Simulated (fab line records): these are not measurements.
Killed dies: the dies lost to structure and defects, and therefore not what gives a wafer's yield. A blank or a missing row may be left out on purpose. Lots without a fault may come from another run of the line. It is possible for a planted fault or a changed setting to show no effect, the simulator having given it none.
Chamber matching + flow nand-harc + NHARC_A_CHANNEL_FILL_D2_CMP_10 on cmp-04: 4 sister chambers
The step polishes, target thk 150 nm. 16 wafers are shown with their chamber, then 8 later ones without.

## EACH WAFER AND ITS CHAMBER
| wafer  | chamber | motor-current-A (A) | time-to-endpoint-s (s) |
|--------|---------|---------------------|------------------------|
| L077.2 | 2       | 10.8                | 9.2                    |
| L077.3 | 3       | 11.9                | 9.9                    |
| L077.6 | 1       | 13.0                | 13.7                   |
| L081.1 | 3       | 11.4                | 11.7                   |
| L081.4 | 0       | 13.5                | 17.6                   |
| L081.6 | 1       | 12.9                | 11.9                   |
| L083.1 | 2       | 10.5                | 15.1                   |
| L083.4 | 1       | 12.1                | 13.3                   |
| L083.5 | 2       | 10.6                | 12.1                   |
| L084.1 | 2       | 10.7                | 10.4                   |
| L084.3 | 1       | 13.3                | 15.1                   |
| L084.6 | 1       | 13.0                | 11.2                   |
| L090.2 | 3       | 10.8                | 17.5                   |
| L090.3 | 2       | 10.1                | 15.6                   |
| L090.5 | 2       | 11.3                | 15.9                   |
| L088.1 | 0       | 14.1                | 16.2                   |

SIGNATURES (averages over the wafers above)
| reading            | chamber 0 | chamber 1 | chamber 2 | chamber 3 | scatter within a chamber |
|--------------------|-----------|-----------|-----------|-----------|--------------------------|
| motor-current-A    | 13.800    | 12.860    | 10.667    | 11.367    | 0.445                    |
| time-to-endpoint-s | 16.900    | 13.040    | 13.050    | 13.033    | 2.64                     |
Rule: distance of a wafer from a chamber = root of the sum over the readings of ((wafer's reading minus chamber's mean) / reading's scatter) squared. The wafer belongs to the nearest chamber; if the next one is less than 2 further off, it can't be placed. The scatter is the square root of a quotient: the sum, over the shown wafers, of each reading's squared deviation from its chamber's mean, divided by wafers minus chambers.

## WAFERS WITHOUT THEIR CHAMBER
| wafer  | motor-current-A (A) | time-to-endpoint-s (s) |
|--------|---------------------|------------------------|
| L088.4 | 10.9                | 12.0                   |
| L088.6 | 14.0                | 19.5                   |
| L091.4 | 11.5                | 17.1                   |
| L091.5 | 13.2                | 14.0                   |
| L091.6 | 11.4                | 17.1                   |
| L095.1 | 13.5                | 12.8                   |
| L095.3 | 11.2                | 16.1                   |
| L095.6 | 11.6                | 15.1                   |

## THE CHAMBER EACH PASSED THROUGH
| wafer  | from the rows above          | in truth |
|--------|------------------------------|----------|
| L088.4 | can't be placed: 2 or 3      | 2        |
| L088.6 | 0                            | 0        |
| L091.4 | can't be placed: 3 or 2 or 1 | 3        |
| L091.5 | can't be placed: 1 or 0      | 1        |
| L091.6 | can't be placed: 3 or 2      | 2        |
| L095.1 | can't be placed: 1 or 0      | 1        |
| L095.3 | can't be placed: 3 or 2      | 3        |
| L095.6 | can't be placed: 3 or 2 or 1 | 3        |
Correctly placed: 1 of 8. Can't be placed from these rows: 7 (the true chamber is among the candidates in 7). Placed wrongly: 0.
